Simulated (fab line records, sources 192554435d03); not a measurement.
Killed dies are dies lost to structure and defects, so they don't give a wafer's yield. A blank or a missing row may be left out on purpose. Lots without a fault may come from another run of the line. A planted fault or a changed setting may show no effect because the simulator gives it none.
fab line records | flow n5_finfet
record lots=3 wafers=9 last_day=18
route steps=1938 shown MOL_CONTACT_COAG@576 BEOL_M4@1111 PASSIVATION@1936
lots that met no fault: from a run of the same line without faults
start_h: hours from the record's first day to the start of the lot's first wafer shown | wait_h: hours since the lot's step before | " the same as in the row above | L1.1+2: a row that stands for several wafers | - no value, or no start given | * or withheld: withheld | < > ~ a bound
route shown NAME@n: a module of which the file shows steps, and the number in the route of the first | usual: mean/standard deviation of fault-free wafers | same: alike in all rows | chamber/n: place in a boat | sites: the reading at each site | _std_site: their standard deviation | _edge_site: outer sites' mean less inner sites' | radius_mm: how far each site lies from the wafer's centre | mask NAME#n: copy n | behind: the tool/chamber that last shaped the wafer | hold: why the lot was held/for how many hours/how that ended | device: the transistor (n, p or np) that didn't switch | end of line: the same wafers' tests at the end of the route | a step without rows: its recipe alone | killed: dies lost to structure and defects at the first sort, not the wafer's yield | map: a wafer's dies, x killed, . not, _ none there
set.NAME: the setting as run; set.NAME@STEP: as run at that earlier step | model.NAME: the simulator's own value behind a step, which no gauge read
lots at some steps of the route; a table a step, a row a wafer
services: from which hour (start_h, from the record's first day; less than 0 if before it) a tool's chamber was out of use, for how many hours, and why
## steps
# step N5_MOL_CONTACT_COAG_DESCUM_88
# recipe chemistry=O2 time_s=7 source_power_w=50 bias_power_w=20 pressure_mtorr=20 rf_frequency_hz=2.712e+07 temp_c=40 resist=CAR-EUV o2_flow_sccm=225
# step N5_MOL_CONTACT_COAG_ETCH_89
# recipe chemistry=N2/H2 target=underlayer target_depth_a=130 mask_material=CAR-EUV time_s=10.4 ion_energy_ev=200 pressure_mtorr=30 source_w=840 bias_w=150 n2_flow_sccm=200 h2_flow_sccm=200 ends=cleared
# step N5_MOL_CONTACT_COAG_ETCH_90
# recipe chemistry=CF4 target=SiARC target_depth_a=130 mask_material=CAR-EUV time_s=21.7 ion_energy_ev=80 pressure_mtorr=40 source_w=545 bias_w=36 Ar_flow_sccm=100 cf4_flow_sccm=100 ends=cleared
# step N5_MOL_CONTACT_COAG_ALD_131
# recipe material=SiO2 target_thk_a=50 temp_c=100 ald_precursor_family=BDEAS ald_co_reactant=O2-plasma pulse_time_s=1 co_reactant_pulse_time_s=1 purge_time_s=2 co_reactant_purge_time_s=2 ald_cycles=35 pressure_torr=2
# step N5_MOL_CONTACT_COAG_ETCHBACK_132
# recipe chemistry=CHF3 target=SiO2 target_depth_a=100 time_s=6.7 ion_energy_ev=200 pressure_mtorr=30 source_w=610 bias_w=170 Ar_flow_sccm=200 CHF3_flow_sccm=50
# step N5_MOL_CONTACT_COAG_ETCH_91
# recipe chemistry=N2/H2 target=SOC target_depth_a=600 overetch_a=210 mask_material=SiARC temp_c=40 time_s=101.2 ion_energy_ev=200 pressure_mtorr=30 source_w=840 bias_w=150 n2_flow_sccm=200 h2_flow_sccm=200
# step N5_MOL_CONTACT_COAG_STRIP_92
# recipe chemistry=N2/H2 temp_c=40 n2_flow_sccm=200 h2_flow_sccm=200 rf_frequency_hz=6e+07
# step N5_MOL_CONTACT_COAG_STRIP_93
# recipe chemistry=N2/H2 temp_c=40 n2_flow_sccm=200 h2_flow_sccm=200 rf_frequency_hz=6e+07
# step N5_MOL_CONTACT_COAG_ETCHBACK_135
# recipe chemistry=CHF3 target=SiO2 target_depth_a=250 time_s=16.7 ion_energy_ev=200 pressure_mtorr=30 source_w=610 bias_w=170 Ar_flow_sccm=200 CHF3_flow_sccm=50
# step N5_MOL_CONTACT_COAG_STRIP_118
# recipe chemistry=CHF3 resist=SiARC rf_frequency_hz=6e+07
# step N5_MOL_CONTACT_COAG_VIA_ETCH_46
# recipe chemistry=C4F6/O2 target_depth_a=460 overetch_a=92 mask_material=SOC target=SiO2 bias_w=455 pressure_mtorr=10 time_s=40 source_w=325 Ar_flow_sccm=300 C4F6_flow_sccm=10 O2_flow_sccm=10 ion_energy_ev=575.3 ends=end_point
# usual O2_flow_sccm=10.003/0.027 drypump_motor_current_A=5.7/0.55 oes_f_703_au=0.76/0.081 oes_product_au=0.68/0.069 rf_fwd_power_W=322.9/1 rf_vpp_V=1591/19 showerhead_plenum_p_Torr=2.81/0.078 throttle_valve_pct=40.9/0.35
# columns lot.wafer tool chamber start_h wait_h O2_flow_sccm drypump_motor_current_A oes_f_703_au oes_product_au rf_fwd_power_W rf_hours_counter_h rf_vpp_V showerhead_plenum_p_Torr throttle_valve_pct model.etch.depth_nm model.SOC_of_MOL_CONTACT_COAG_COAT_75.thk_nm
L114.2 rie_diel-05 1 179.81 0.0 10.034 5.8 0.69 0.63 322.2 241 1594 2.82 41.1 45.97 51
L114.4 " 2 " " 9.994 5.5 0.65 0.61 323.1 244 1626 2.92 40.4 47.16 51
L114.5 " 1 " " 9.991 5.8 0.70 0.62 322.8 - 1595 2.82 41.1 44.1 52.2
L122.2 rie_diel-01 1 228.33 0.0 9.994 5.1 0.73 0.64 321.5 179 1592 2.81 41.1 45.33 50.6
L122.3 " 0 " " 10.015 4.9 0.78 0.70 322.1 126 1604 2.73 41.0 45.61 50.4
L122.6 " 2 " " 9.981 6.4 0.83 0.72 323.9 - 1571 2.89 40.3 45.91 50.2
L123.3 rie_diel-05 0 232.70 0.0 10.000 6.1 0.85 0.75 323.9 61 1572 2.78 40.6 45.93 50.6
L123.4 " 2 " " 10.016 5.5 0.93 0.87 322.9 - 1625 2.91 41.0 46.76 50.6
L123.6 " 3 " " 9.969 6.1 0.70 0.62 321.9 - 1600 2.92 41.0 46.04 50.8
# step N5_MOL_CONTACT_COAG_STRIP_96
# recipe chemistry=N2/H2 power_w=500 temp_c=40 pressure_mtorr=50 rf_frequency_hz=6e+07 overash_fraction=0.3 bias_power_w=28 h2_frac=0.5 n2_flow_sccm=300 h2_flow_sccm=300
# step N5_MOL_CONTACT_COAG_ETCH_47
# recipe chemistry=CH3F/O2 target=SiNx target_depth_a=270 mask_material=SiO2 stop_on=W over_etch_frac=0.2 ion_energy_ev=120 endpoint=OES-CN pressure_mtorr=30 source_w=395 bias_w=73 Ar_flow_sccm=150 CH3F_flow_sccm=30 O2_flow_sccm=20 ends=end_point
# step N5_MOL_CONTACT_COAG_STRIP_119
# recipe chemistry=N2/H2 time_s=30 power_w=1000 temp_c=250 pressure_mtorr=withheld n2_flow_sccm=1750 h2_flow_sccm=3250
# step N5_MOL_CONTACT_COAG_PRECLEAN_144
# recipe chemistry=alkaline_clean temp_c=60 time_s=60 do_ppb=50
# step N5_MOL_CONTACT_COAG_SRD_145
# recipe dry=ipa_marangoni time_s=30 temp_c=23 rinse_liquid=diw
# step N5_MOL_CONTACT_COAG_COAT_62
# recipe resist=SOC temp_c=250 time_s=60 spin_rpm=1500 resist_thk_nm=60
# step N5_MOL_CONTACT_COAG_COAT_63
# recipe resist=SiARC temp_c=220 time_s=60 spin_rpm=1500 resist_thk_nm=10
# step N5_MOL_CONTACT_COAG_COAT_64
# recipe resist=underlayer temp_c=205 time_s=60 spin_rpm=1500 resist_thk_nm=10
# step N5_MOL_CONTACT_COAG_COAT_34
# recipe resist=CAR-EUV spin_rpm=1500 resist_thk_nm=40
# step N5_MOL_CONTACT_COAG_EBR_36
# recipe solvent=PGMEA ebr_width_mm=1.5
# step N5_MOL_CONTACT_COAG_SOFTBAKE_35
# recipe temp_c=110 time_s=60 resist=CAR-EUV
# step N5_MOL_CONTACT_COAG_EXPOSE_37
# recipe mask_id=VD na=0.33 source_shape=annular sigma_inner=0.3 sigma_outer=0.7 polarization=unpolarized defocus_nm=0 dose_mj=62
# step N5_MOL_CONTACT_COAG_PEB_38
# recipe peb_temp_c=100 peb_time_s=60 resist=CAR-EUV
# step N5_MOL_CONTACT_COAG_DEVELOP_39
# recipe develop_time_s=30 developer=TMAH resist=CAR-EUV rinse_liquid=surfactant_rinse dry=air_spin dev_temp_c=23
# step N5_MOL_CONTACT_COAG_DESCUM_45
# recipe chemistry=O2 time_s=7 source_power_w=50 bias_power_w=20 pressure_mtorr=20 rf_frequency_hz=2.712e+07 temp_c=40 resist=CAR-EUV o2_flow_sccm=225
# step N5_MOL_CONTACT_COAG_ETCH_65
# recipe chemistry=N2/H2 target=underlayer target_depth_a=130 mask_material=CAR-EUV time_s=10.4 ion_energy_ev=200 pressure_mtorr=30 source_w=840 bias_w=150 n2_flow_sccm=200 h2_flow_sccm=200 ends=cleared
# step N5_MOL_CONTACT_COAG_ETCH_66
# recipe chemistry=CF4 target=SiARC target_depth_a=130 mask_material=CAR-EUV time_s=21.7 ion_energy_ev=80 pressure_mtorr=40 source_w=545 bias_w=36 Ar_flow_sccm=100 cf4_flow_sccm=100 ends=cleared
# step N5_MOL_CONTACT_COAG_ALD_133
# recipe material=SiO2 target_thk_a=50 temp_c=100 ald_precursor_family=BDEAS ald_co_reactant=O2-plasma pulse_time_s=1 co_reactant_pulse_time_s=1 purge_time_s=2 co_reactant_purge_time_s=2 ald_cycles=35 pressure_torr=2
# step N5_MOL_CONTACT_COAG_ETCHBACK_134
# recipe chemistry=CHF3 target=SiO2 target_depth_a=100 time_s=6.7 ion_energy_ev=200 pressure_mtorr=30 source_w=610 bias_w=170 Ar_flow_sccm=200 CHF3_flow_sccm=50
# step N5_MOL_CONTACT_COAG_ETCH_67
# recipe chemistry=N2/H2 target=SOC target_depth_a=600 overetch_a=210 mask_material=SiARC temp_c=40 time_s=101.2 ion_energy_ev=200 pressure_mtorr=30 source_w=840 bias_w=150 n2_flow_sccm=200 h2_flow_sccm=200
# step N5_MOL_CONTACT_COAG_STRIP_68
# recipe chemistry=N2/H2 temp_c=40 n2_flow_sccm=200 h2_flow_sccm=200 rf_frequency_hz=6e+07
# step N5_MOL_CONTACT_COAG_STRIP_69
# recipe chemistry=N2/H2 temp_c=40 n2_flow_sccm=200 h2_flow_sccm=200 rf_frequency_hz=6e+07
# step N5_MOL_CONTACT_COAG_ETCHBACK_136
# recipe chemistry=CHF3 target=SiO2 target_depth_a=250 time_s=16.7 ion_energy_ev=200 pressure_mtorr=30 source_w=610 bias_w=170 Ar_flow_sccm=200 CHF3_flow_sccm=50
# step N5_MOL_CONTACT_COAG_STRIP_120
# recipe chemistry=CHF3 resist=SiARC rf_frequency_hz=6e+07
# step N5_MOL_CONTACT_COAG_VIA_ETCH_117
# recipe chemistry=C4F6/O2 target_depth_a=400 overetch_a=80 mask_material=SOC target=SiO2 bias_w=455 pressure_mtorr=10 time_s=26 source_w=325 Ar_flow_sccm=300 C4F6_flow_sccm=10 O2_flow_sccm=10 ion_energy_ev=575.3 ends=end_point
# step N5_BEOL_M4_RC_MEAS_101
# usual DIBL_N=36.0/1.8 DIBL_P=36.3/2.4 IOFF_N=0.16/0.035 IOFF_P=0.21/0.036 ION_N=673/13 ION_P=461/7.2 SS_N=71.4/0.6 SS_P=73.2/0.7 VT_N=250/4 VT_P=-250.9/2.9
# columns lot.wafer tool chamber start_h wait_h DIBL_N[mV/V] DIBL_P[mV/V] IOFF_N[nA/um] IOFF_P[nA/um] ION_N[uA/um] ION_P[uA/um] SS_N[mV/dec] SS_P[mV/dec] VT_N[mV] VT_P[mV]
L114.2 prober-01 0 250.27 0.2 35.8 36.5 0.15 0.23 676 464 71.2 73.2 251 -247.1
L114.4 " 0 " " 35.6 35.1 0.15 0.21 662 458 71.7 72.4 251 -247.1
L114.5 " 0 " " 34.5 34.2 0.13 0.20 673 464 71.3 72.0 252 -248.3
L122.2 prober-01 0 316.53 0.2 37.0 35.1 0.16 0.21 658 455 71.8 73.0 250 -250.3
L122.3 " 0 " " 33.7 31.9 0.10 0.16 652 455 70.8 72.6 256 -254.5
L122.6 " 0 " " 34.6 33.9 0.11 0.18 654 457 71.3 73.2 254 -254.1
L123.3 prober-02 0 320.03 0.3 35.2 35.6 0.13 0.19 652 459 70.8 73.2 253 -253.7
L123.4 " 0 " " 35.7 35.4 0.13 0.19 677 464 71.1 72.7 252 -252.5
L123.6 " 0 " " 36.8 38.2 0.16 0.23 671 462 71.4 73.4 250 -249.5
# step N5_PASSIVATION_PROBE_49
# usual defect_limited_yield=91.2/1.4 killed_at_M0_to_M3=35/11 killed_at_M4_up=14/5.6 killed_at_contacts=12/5.6 killed_at_front_end=38/11 killed_at_other=4/3.4 killed_dies=103/17 killed_on_rim=13/3.5 killed_open=68/12 killed_short=33/8.8 sort_bin_5_function=5.1/0.89 sort_bin_6_memory=3.3/0.71 sort_n_pass=1077/17 sort_yield_pct=91.2/1.4
# same gross_dies=1180 killed_at_back_side=0 sort_bin_4_leakage[%]=0 sort_bin_8_speed[%]=0
# columns lot.wafer tool chamber start_h wait_h defect_limited_yield[%] killed_at_M0_to_M3 killed_at_M4_up killed_at_contacts killed_at_front_end killed_at_other killed_dies killed_on_rim killed_open killed_short sort_bin_5_function[%] sort_bin_6_memory[%] sort_n_pass sort_yield_pct[%]
L114.2 prober-02 - 353.17 0.1 90.0 33 5 17 58 5 118 12 72 46 6.7 3.0 1062 90.0
L114.4 prober-02 - 353.27 0.2 90.3 41 5 21 39 8 114 15 81 29 6.7 2.7 1066 90.3
L114.5 prober-02 - 353.32 0.2 63.4 23 10 347 41 11 432 54 66 37 33.3 3.3 748 63.4
L122.2 prober-02 - 425.35 0.1 92.8 40 11 5 26 3 85 16 58 24 4.3 2.5 1095 92.8
L122.3 prober-02 - 425.40 0.1 90.3 41 20 14 34 5 114 12 73 37 6.3 2.9 1066 90.3
L122.6 prober-02 - 425.55 0.3 91.1 37 8 6 49 5 105 13 68 35 5.4 3.2 1075 91.1
# killed by level:class
L114.2 STI_FIN_REVEAL:geometric_particle:open=17 BEOL_M0_SAQP:geometric_particle:short=15 MOL_CONTACT_COAG:geometric_particle:open=13 GATE_CUT:geometric_particle:short=8 ILD0:geometric_particle:short=6 BEOL_M0_SAQP:geometric_particle:open=6 STI_FIN_REVEAL:geometric_particle:short=5 GATE_CUT:geometric_particle:open=5
L114.4 MOL_CONTACT_COAG:geometric_particle:open=16 STI_FIN_REVEAL:geometric_particle:open=12 BEOL_M1:geometric_particle:open=12 BEOL_M2:geometric_particle:open=11 FIN_SAQP:geometric_particle:short=6 MIM_TOP:geometric_particle:open=5 GATE_CUT:geometric_particle:short=4 BEOL_M0_SAQP:geometric_particle:open=4
L114.5 MOL_CONTACT_COAG:area_etch=325 MOL_CONTACT_COAG:geometric_particle:open=18 DUMMY_GATE:geometric_particle:open=9 MIM_TOP_ETCH:geometric_particle:open=6 GATE_CUT:geometric_particle:short=5 STARTING-WAFER:geometric_particle:short=5 BEOL_M2:geometric_particle:open=5 FIN_SAQP:geometric_particle:short=4
L122.2 BEOL_M0_SAQP:geometric_particle:open=13 BEOL_M1:geometric_particle:open=9 BEOL_M0_SAQP:geometric_particle:short=8 BEOL_M2:geometric_particle:open=7 BEOL_M4:geometric_particle:open=7 FIN_SAQP:geometric_particle:short=5 FIN_SAQP:geometric_particle:open=3 STI_FIN_REVEAL:geometric_particle:open=3
L122.3 BEOL_M2:geometric_particle:open=13 MOL_CONTACT_COAG:geometric_particle:open=12 BEOL_M0_SAQP:geometric_particle:short=11 FIN_SAQP:geometric_particle:open=8 BEOL_M3:geometric_particle:open=7 BEOL_M4:geometric_particle:open=6 FIN_SAQP:geometric_particle:short=5 STI_FIN_REVEAL:geometric_particle:open=5
L122.6 FIN_SAQP:geometric_particle:short=11 FIN_SAQP:geometric_particle:open=8 BEOL_M0_SAQP:geometric_particle:short=7 BEOL_M2:geometric_particle:open=7 BEOL_M3:geometric_particle:open=7 BEOL_M4:geometric_particle:open=6 ILD0:geometric_particle:short=6 MOL_CONTACT_COAG:geometric_particle:open=6
# map L114.5 (x killed, . not)
_________________............________________
______________........x...x...x._____________
___________.x.xx..x.....x...x..x.x.__________
__________......................x..._________
________xx.x.x.....x........xx........_______
_______xx.xx..x.x.....x....xx.....x....______
______.xxxx.x.xxxxxx...x.......xxxx....._____
_____.xxx...x.......x..x.....x.x.........____
____.x.xxxx....x...x......x.....x.....x...___
___x.x.....xx....x..xxx...x.xx.......x.....__
___.xx...x.x..xx..xx.xx....x.xx...x....x...__
__.x.x..x.....x...x..x...x..x.x....x........_
__........x....x.x...xx.xxx..xx.x.xx...x..xx_
_....xx.x.x..x.x..xx..x.xxx.x.xx...xx.....x..
_......xx..xx.x.x..x..xx....x.xxx.....x......
_......xxx..xx...x.xx......x.x...x...x.x.....
_x.....x.xx.xxxx.xx.x..x....xx.x......x...x.x
_xx...xx..xxxxxxxxx.x..x......x.xx.x..xxxxxx.
_xx.xx...xxx..xxxx.xxxxx.x.x....xx.x.xxxxx.x.
_.......xxx.xxxxxxxxx.x..........xxxxxxxxxx.x
_x..xxx.x....xxx.xxx.x.x............xxxxxxxxx
__..xxx...xx..xxx..x...........x...x.x.xxxxx_
__....xxxxx.xxx.xxx.xxx..xxx.xxx....x.xxxxxx_
___.....x...x......x........xx.....xx.x..xx__
___x.x....x..xxx.xxx...x..............x...x__
____xx..x.x.x.x..x.xx.x...x...x..x..x..x.x___
_____xx.xxx.x..x....x......x.............____
______.x.x.x....xx..xx.x......xx...x...._____
_______.x.xx.x...x........x...x.x.x.x..______
________x..xxxx...x..xx.x.......x....x_______
__________x.xxx.....x.x....xx.xx...x_________
___________....x.....x...x..x..xxxx__________
______________...x.....x..xxxxxx_____________
_________________..x.x..xxx..________________
# map L123.3 (x killed, . not)
_________________....x.......________________
______________.x................_____________
___________...x......x.....x.......__________
__________.........x................_________
________............................x._______
_______................................______
______.x...xx........x.................._____
_____....x.x....x..........x.............____
____..........x.....x..x..................___
___.....................x..................__
___................x.x..x.x................__
__.....x............x....x.................._
__.xx...x.....x....x..x...................x._
_................xxx.........x....x..x.......
_...x..x..x...........x..x..xx...x..x........
_..x.......x....x...............x....x.......
_....x....xx...x..xx..x..........x.x........x
_.........................x..................
_..............x.........x.....x....x........
_............................................
_........x...x.............x.................
__...........x..x...x..............x........_
__........x.x...............x...........x..._
___...................xx...................__
___.......................x..........xx...x__
____x.............x.......................___
_____....x..............xx......x.......x____
______...............x.............x...._____
_______......x..x..............x.......______
________.x..............x..........x.._______
__________..............x.........x._________
___________.......x................__________
______________.................._____________
_________________......x.x...________________
## services
# columns tool chamber start_h hours kind
rie_diel-05 0 156.43 8.6 repair
rie_diel-01 1 164.18 2.6 repair
rie_diel-01 3 181.79 - clean
rie_diel-01 3 181.79 - consumable_replace:focus_ring
rie_diel-01 3 181.79 19.2 scheduled_down
rie_diel-01 3 181.79 19.2 vent_cycle
rie_diel-05 2 197.50 - clean
rie_diel-05 2 197.50 - consumable_replace:focus_ring
rie_diel-05 2 197.50 21.7 scheduled_down
rie_diel-05 2 197.50 21.7 vent_cycle
rie_diel-05 1 219.55 - clean
rie_diel-05 1 219.55 - consumable_replace:focus_ring
rie_diel-05 1 219.55 26.5 scheduled_down
rie_diel-05 1 219.55 26.5 vent_cycle
rie_diel-05 - 220.37 0.1 repair
## key
first_sign step=N5_PASSIVATION_PROBE_49 reading=killed_at_contacts direction=up sigmas=59 usual=12 struck=347
effect step=N5_PASSIVATION_PROBE_49 reading=sort_bin_5_function direction=up sigmas=32 usual=5.1 struck=33.3
model_effect step=N5_MOL_CONTACT_COAG_VIA_ETCH_46 value=etch.depth_nm without=46.81 struck=44.1
more_kills_born_at N5_MOL_CONTACT_COAG_VIA_ETCH_46@rie_diel-05=325
met_at N5_MOL_CONTACT_COAG_VIA_ETCH_46
struck_wafers L114.5
fault kind=process_parameter_drift tool=rie_diel-05 chamber=- onset_h=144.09 steps=N5_MOL_CONTACT_COAG_VIA_ETCH_46 channel=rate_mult offset=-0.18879 shape=step end_h=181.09 scope=struck_wafers_only
